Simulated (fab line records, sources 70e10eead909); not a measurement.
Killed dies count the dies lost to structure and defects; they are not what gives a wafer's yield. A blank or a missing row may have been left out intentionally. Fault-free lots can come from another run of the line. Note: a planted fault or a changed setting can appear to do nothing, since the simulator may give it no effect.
fab line records | flow nandHarc
[record] lots = 12 wafers = 36 lastDay = 23
route steps=1159 shown P_GATE@119 END@1159
lots that met no fault: taken from a fault-free run of the same line
startH: start of the lot's first displayed wafer, in hours after the record's first day | waitH: hours from the lot's prior step to this one | " identical to the entry in the row above | L1.1+2: several wafers, shown together as one row | - no value, or no start was given | * or withheld: withheld | < > ~ a bound
route shown NAME@n: NAME is a module with steps in the file, n the number in the route of the first one | usual: the fault-free wafers' mean and standard deviation | same: alike in all rows | chamber/n: place in a boat | sites: readings site by site | _std_site: their standard deviation | _edge_site: the outer-site mean with the inner-site mean subtracted | radiusMm: how far each site lies from the wafer's centre | mask NAME#n: copy n | behind: tool/chamber where the wafer was last shaped | hold: what put the lot on hold/how long, in hours/how the hold closed | device: transistor that didn't switch, given as n, p or np | end of line: tests of these same wafers at the route's end | a step without rows: its recipe alone | killed: dies lost to structure and defects at the first sort, not the wafer's yield | map: dies across one wafer; x = killed, . = not, _ = none there
set.NAME: the setting as run; set.NAME@STEP: as run at that earlier step | model.NAME: the simulator's own value behind a step, which no gauge read
route steps across a sampled set of lots; one table per step, one row per wafer
services: a tool's chamber out of use, with start hour (startH, from the record's first day; less than 0 if before it), hours out, and reason
[[steps]]
[step NHARC_P_GATE_EXPOSE_08]
[recipe] na = 0.6 doseMj = 16.75 maskId = P_HV
// columns lot.wafer tool chamber startH waitH mask
L399.1+3+5 krfScanner-03 0 74.88 - P_HV#0
L400.2+4+6 krfScanner-02 0 93.18 - P_HV#0
L401.2+4+5 krfScanner-04 0 93.34 - P_HV#0
L405.1+3+5 krfScanner-02 0 115.17 - P_HV#0
L403.1+2+6 krfScanner-03 0 115.33 - P_HV#0
L404.1+5+6 krfScanner-04 0 115.49 - P_HV#0
L406.2+4+5 krfScanner-04 0 119.75 - P_HV#0
L407.1+4+6 krfScanner-02 0 128.46 - P_HV#0
L408.1+2+5 krfScanner-02 0 128.49 - P_PSD#0
L417.1+3+4 krfScanner-02 0 184.59 - P_HV#0
L416.1+3+5 krfScanner-02 0 184.63 - P_HV#0
L418.1+2+5 krfScanner-02 0 197.18 - P_HV#0
[step NHARC_P_GATE_CD_MEAS_11]
[recipe] targetCdNm = 1640 landingEnergyEv = 500
[usual] cdNm = 1639.4/1.5
// columns lot.wafer tool chamber startH waitH cdNm
L399.1 cdSem-02 0 75.04 - 1639.4
L399.3 " 0 " " 1640.5
L399.5 " 0 " " 1638.9
L400.2 cdSem-01 0 93.33 - 1641.1
L400.4 " 0 " " 1640.3
L400.6 " 0 " " 1640.4
L401.2 cdSem-02 0 93.49 - 1640.9
L401.4 " 0 " " 1642.0
L401.5 " 0 " " 1640.5
L405.1 cdSem-01 0 115.33 - 1639.2
L405.3 " 0 " " 1639.6
L405.5 " 0 " " 1639.3
L403.1 cdSem-01 0 115.49 - 1643.2
L403.2 " 0 " " 1641.3
L403.6 " 0 " " 1641.6
L404.1 cdSem-01 0 115.65 - 1639.5
L404.5 " 0 " " 1638.8
L404.6 " 0 " " 1636.9
L406.2 cdSem-03 0 119.91 - 1640.1
L406.4 " 0 " " 1638.2
L406.5 " 0 " " 1639.6
L407.1 cdSem-03 0 128.61 - 1639.5
L407.4 " 0 " " 1640.5
L407.6 " 0 " " 1639.9
L408.1 cdSem-03 0 128.65 - -
L408.2 " 0 " " -
L408.5 " 0 " " -
L417.1 cdSem-02 0 184.75 - 1640.5
L417.3 " 0 " " 1640.0
L417.4 " 0 " " 1638.7
L416.1 cdSem-03 0 184.78 - 1639.2
L416.3 " 0 " " 1641.0
L416.5 " 0 " " 1639.3
L418.1 cdSem-03 0 197.33 - 1639.7
L418.2 " 0 " " 1638.1
L418.5 " 0 " " 1639.2
[step NHARC_P_GATE_HM_DEP_102]
[recipe] targetThkA = 1200 tempC = 400 material = aC
[usual] throttleValvePct = 35.001/0.0093
// columns lot.wafer tool chamber startH waitH throttleValvePct
L399.1 aclDep-03 0 88.39 1.3 35.000
L399.3 " 0 " " 35.001
L399.5 " 0 " " 35.005
L401.2 aclDep-02 0 106.27 0.5 35.000
L401.4 " 0 " " 35.001
L401.5 " 0 " " 34.996
L400.2 aclDep-01 0 106.27 0.5 34.992
L400.4 " 0 " " 35.008
L400.6 " 0 " " 34.990
L405.1 aclDep-03 0 128.89 1.3 35.003
L405.3 " 0 " " 34.999
L405.5 " 0 " " 34.987
L404.1 aclDep-02 0 129.17 1.6 34.999
L404.5 " 0 " " 34.988
L404.6 " 0 " " 34.981
L403.1 aclDep-01 0 129.19 1.6 35.000
L403.2 " 0 " " 35.009
L403.6 " 0 " " 34.995
L406.2 aclDep-03 0 137.37 0.8 34.993
L406.4 " 0 " " 35.011
L406.5 " 0 " " 35.011
L407.1 aclDep-01 0 141.79 1.2 34.993
L407.4 " 0 " " 35.007
L407.6 " 0 " " 35.022
L408.1 aclDep-02 0 141.94 1.4 34.995
L408.2 " 0 " " 34.986
L408.5 " 0 " " 34.987
L416.1 aclDep-01 0 197.96 1.2 35.010
L416.3 " 0 " " 35.008
L416.5 " 0 " " 35.017
L417.1 aclDep-02 0 198.03 1.3 34.997
L417.3 " 0 " " 35.003
L417.4 " 0 " " 35.009
L418.1 aclDep-03 0 209.71 0.4 34.988
L418.2 " 0 " " 34.991
L418.5 " 0 " " 35.006
[step NHARC_P_GATE_ETCH_114]
[recipe] targetDepthA = 300 overetchA = 30 timeS = 16.5 ionEnergyEv = 100 cf4FlowSccm = 80 o2FlowSccm = 20 arFlowSccm = 0 rfW = 300 biasW = 100 chemistry = CF4/O2
[usual] drypumpMotorCurrentA = 5.7/0.39 oesProductAu = 0.999/0.0096 rfVppV = 197.9/1.2 showerheadPlenumPTorr = 1.34/0.039 throttleValvePct = 13.396/0.0092
[same] timeS = 16.5
// columns lot.wafer tool chamber startH waitH drypumpMotorCurrentA oesProductAu rfHoursCounterH rfVppV showerheadPlenumPTorr throttleValvePct
L399.1 rieDiel-13 1 - - 5.2 0.999 55 197.2 1.32 13.383
L399.3 " 2 " " 5.6 1.016 57 199.1 1.40 13.404
L399.5 " 2 " " 5.6 1.006 - 199.7 1.40 13.392
L401.4 rieDiel-11 1 - - 6.6 0.990 16 198.5 1.35 13.388
L401.2 " 2 " " 5.3 0.989 18 197.6 1.40 13.403
L401.5 " 0 " " 6.0 0.991 - 197.1 1.34 13.407
L400.2 rieDiel-08 3 - - 5.8 0.986 55 196.3 1.33 13.383
L400.4 " 0 " " 6.3 1.002 56 198.9 1.36 13.395
L400.6 " 0 " " 6.3 0.991 - 199.1 1.36 13.411
L405.1 rieDiel-13 3 - - 5.6 1.015 8 197.2 1.32 13.402
L405.3 " 0 " " 5.5 0.987 8 196.3 1.28 13.413
L405.5 " 3 " " 5.6 1.012 - 197.9 1.32 13.402
L404.1 rieDiel-13 2 - - 5.6 0.999 8 197.7 1.40 13.400
L404.6 " 1 " " 5.2 0.999 - 197.5 1.32 13.411
L404.5 " 2 " " 5.6 0.998 - 198.6 1.40 13.422
L403.2 rieDiel-13 2 - - 5.6 1.003 8 199.3 1.40 13.400
L403.1 " 3 " " 5.6 1.015 8 197.3 1.32 13.390
L403.6 " 2 " " 5.6 0.996 - 198.2 1.40 13.401
L406.4 rieDiel-11 3 - - 6.0 1.007 25 198.8 1.31 13.408
L406.2 " 1 " " 6.6 0.986 23 198.0 1.35 13.399
L406.5 " 2 " " 5.3 0.994 - 199.1 1.39 13.398
L407.1 rieDiel-13 2 - - 5.6 0.999 13 199.3 1.40 13.393
L407.4 " 3 " " 5.6 1.017 13 196.0 1.32 13.387
L407.6 " 1 " " 5.2 0.991 - 197.8 1.32 13.387
L408.1 rieDiel-11 3 - - 6.0 1.007 26 197.6 1.31 13.393
L408.2 " 1 " " 6.6 0.993 24 198.3 1.35 13.406
L408.5 " 0 " " 6.0 0.990 - 198.7 1.34 13.397
L417.3 rieDiel-13 1 - - 5.2 1.004 29 197.4 1.31 13.374
L417.1 " 2 " " 5.6 1.006 29 199.5 1.39 13.410
L417.4 " 0 " " 5.4 0.992 31 196.3 1.28 13.392
L416.3 rieDiel-08 3 - - 5.8 1.005 26 197.5 1.32 13.391
L416.1 " 2 " " 5.5 1.006 23 200.0 1.36 13.414
L416.5 " 0 " " 6.3 0.989 - 198.3 1.35 13.400
L418.2 rieDiel-08 1 - - 6.3 1.001 33 195.6 1.27 13.372
L418.1 " 3 " " 5.8 0.991 33 196.5 1.32 13.388
L418.5 " 3 " " 5.8 0.986 - 198.2 1.32 13.403
[step NHARC_P_GATE_STRIP_108]
[recipe] o2FlowSccm = 500 arFlowSccm = 0 biasW = 0 chemistry = O2
[usual] drypumpMotorCurrentA = 5.8/0.41 oesProductAu = 1.000/0.011 rfVppV = 57.8/0.91 showerheadPlenumPTorr = 3.54/0.097 throttleValvePct = 17.038/0.0095
// columns lot.wafer tool chamber startH waitH drypumpMotorCurrentA oesProductAu rfHoursCounterH rfVppV showerheadPlenumPTorr throttleValvePct
L399.3 rieDiel-11 1 90.98 - 6.5 0.986 12 56.9 3.57 17.029
L399.1 " 2 " " 5.3 1.003 13 59.0 3.69 17.042
L399.5 " 3 " " 6.0 1.007 - 56.3 3.48 17.029
L401.2 rieDiel-11 3 108.70 - 6.0 1.015 18 57.2 3.47 17.044
L401.4 " 1 " " 6.6 0.993 16 59.2 3.57 17.038
L401.5 " 2 " " 5.3 1.000 - 59.0 3.68 17.038
L400.2 rieDiel-13 2 108.86 - 5.7 1.006 0 57.4 3.69 17.035
L400.4 " 0 " " 5.4 0.989 - 58.8 3.40 17.033
L400.6 " 3 " " 5.6 1.013 - 59.4 3.48 17.042
L405.3 rieDiel-13 2 131.84 - 5.7 1.001 8 59.2 3.69 17.043
L405.1 " 1 " " 5.2 0.988 7 59.0 3.49 17.024
L405.5 " 2 " " 5.7 1.004 - 58.4 3.69 17.046
L404.1 rieDiel-11 0 131.97 - 6.0 0.989 21 57.6 3.54 17.017
L404.6 " 1 " " 6.6 0.995 - 59.0 3.57 17.035
L404.5 " 2 " " 5.3 1.005 - 58.2 3.68 17.030
L403.2 rieDiel-13 2 131.97 - 5.6 1.002 8 58.2 3.69 17.035
L403.1 " 1 " " 5.2 0.995 7 58.2 3.49 17.046
L403.6 " 2 " " 5.6 0.998 - 59.4 3.69 17.038
L406.2 rieDiel-13 2 139.34 - 5.6 1.009 11 58.1 3.68 17.038
L406.4 " 0 " " 5.5 0.987 11 57.8 3.40 17.026
L406.5 " 1 " " 5.2 0.987 - 58.3 3.49 17.051
L407.4 rieDiel-13 1 144.05 - 5.2 0.982 12 57.8 3.48 17.048
L407.1 " 2 " " 5.6 1.007 13 57.3 3.68 17.043
L407.6 " 1 " " 5.2 0.989 - 57.6 3.48 17.028
L408.1 rieDiel-08 1 144.58 - 6.3 1.016 4 57.3 3.37 17.027
L408.2 " 3 " " 5.8 1.007 5 57.1 3.51 17.050
L408.5 " 0 " " 6.3 1.008 - 58.3 3.59 17.032
L416.1 rieDiel-11 1 200.44 - 6.6 0.975 1 58.5 3.56 17.042
L416.3 " 3 " " 6.0 1.007 1 56.7 3.47 17.030
L416.5 " 1 " " 6.6 0.977 - 57.3 3.56 17.029
L417.3 rieDiel-13 2 200.47 - 5.7 1.007 30 59.5 3.67 17.028
L417.1 " 3 " " 5.6 1.025 30 58.0 3.47 17.047
L417.4 " 0 " " 5.5 0.997 31 56.6 3.39 17.051
L418.2 rieDiel-11 2 212.42 - 5.3 0.998 3 58.1 3.67 17.040
L418.1 " 3 " " 6.0 1.011 3 57.8 3.46 17.038
L418.5 " 1 " " 6.6 0.982 - 57.8 3.56 17.044
[step NHARC_END_SORT_01]
[recipe] tempC = 25
[usual] killedAtArray = 26/10 killedAtOther = 0.8/1.1 killedAtPeriphery = 3.3/2.6 killedDies = 30/11 killedOpen = 3.4/1.8 killedShort = 2.0/1.3
[same] grossDies = 677
// columns lot.wafer tool chamber startH waitH killedAtArray killedAtOther killedAtPeriphery killedDies killedOpen killedShort
L408.1 prober-01 0 506.81 2.5 28 0 649 677 4 3
L408.2 prober-01 0 507.61 2.8 32 0 645 677 3 3
L408.5 prober-01 0 509.99 3.7 42 1 634 677 5 3
// killed by level:class
L408.1 P_GATE:areaExpose=646 A_SLIT:chamberFilmFlake=12 A_CHANNEL_HOLE_D1:chamberFilmFlake=5 A_STAIRCASE:chamberFilmFlake=4 P_GATE:geometricParticle:open=2 A_ONON_D1:geometricParticle:short=2 A_CONTACT:chamberFilmFlake=2 A_ONON_D1:geometricParticle:open=1
L408.2 P_GATE:areaExpose=642 A_CHANNEL_HOLE_D1:chamberFilmFlake=13 A_STAIRCASE:chamberFilmFlake=9 A_SLIT:chamberFilmFlake=6 P_GATE:geometricParticle:open=1 P_CONTACT:geometricParticle:short=1 A_CHANNEL_HOLE_D1:geometricParticle:short=1 A_CHANNEL_FILL_D1:geometricParticle:open=1
L408.5 P_GATE:areaExpose=633 A_SLIT:chamberFilmFlake=17 A_CHANNEL_HOLE_D1:chamberFilmFlake=10 A_STAIRCASE:chamberFilmFlake=4 A_CONTACT:chamberFilmFlake=3 A_WL_FILL:geometricParticle:short=2 A_CONTACT:geometricParticle:open=2 A_ONON_D1:geometricParticle:short=1
[[services]]
// columns tool chamber startH hours kind
rieDiel-13 0 54.46 - clean
rieDiel-13 1 54.46 - clean
rieDiel-13 2 54.46 - clean
rieDiel-13 3 54.46 - clean
krfScanner-02 - 57.67 0.3 repair
krfScanner-04 - 71.95 16.0 repair
krfScanner-02 - 73.89 0.3 repair
rieDiel-13 0 78.96 - clean
rieDiel-13 1 78.96 - clean
rieDiel-13 2 78.96 - clean
rieDiel-08 2 90.43 7.5 repair
rieDiel-13 - 99.66 9.0 pm
aclDep-02 - 111.24 1.3 repair
aclDep-01 - 111.24 13.0 pm
rieDiel-08 1 115.20 2.9 repair
krfScanner-03 - 123.37 47.3 repair
rieDiel-08 - 124.84 9.0 pm
krfScanner-04 - 126.00 4.0 pm
rieDiel-08 2 140.56 4.7 repair
aclDep-02 - 171.84 13.0 pm
rieDiel-11 - 189.63 9.0 pm
rieDiel-08 2 201.15 132.0 repair
krfScanner-02 - 210.00 4.0 pm
krfScanner-04 - 212.47 4.3 repair
[[key]]
[firstSign] step = NHARC_P_GATE_EXPOSE_08 reading = mask direction = changed
[effect] step = NHARC_P_GATE_CD_MEAS_11 reading = cdNm direction = missing
[effect] step = NHARC_END_SORT_01 reading = killedAtPeriphery direction = up sigmas = 99+ usual = 3.3 struck = 642.7
[moreKillsBornAt] NHARC_P_GATE_EXPOSE_08@krfScanner-02 = 1921
metAt NHARC_P_GATE_EXPOSE_08
struckLots L408
laterRowsLeftOut L408.1,L408.2,L408.5
testerLeftOut L408
notActingAt NHARC_P_GATE_HM_DEP_102,NHARC_P_GATE_ETCH_114,NHARC_P_GATE_STRIP_108
onsetBetween 128.46 128.49
[fault] kind = wrongMask tool = any chamber = - onsetH = 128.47 steps = NHARC_P_GATE_EXPOSE_08 auxCopy = P_PSD#0 scope = struckLotsOnly
// testerLeftOut: of these lots the tester's yield and bins aren't shown, on N5 and GAA mostly nor the transistor test; their killed dies are dies lost to structure and defects alone, not to doping, threshold or leakage, so they don't give the yield
// laterRowsLeftOut: the simulator's readings of these wafers behind a module that went badly wrong aren't trusted and aren't shown, but for the sort
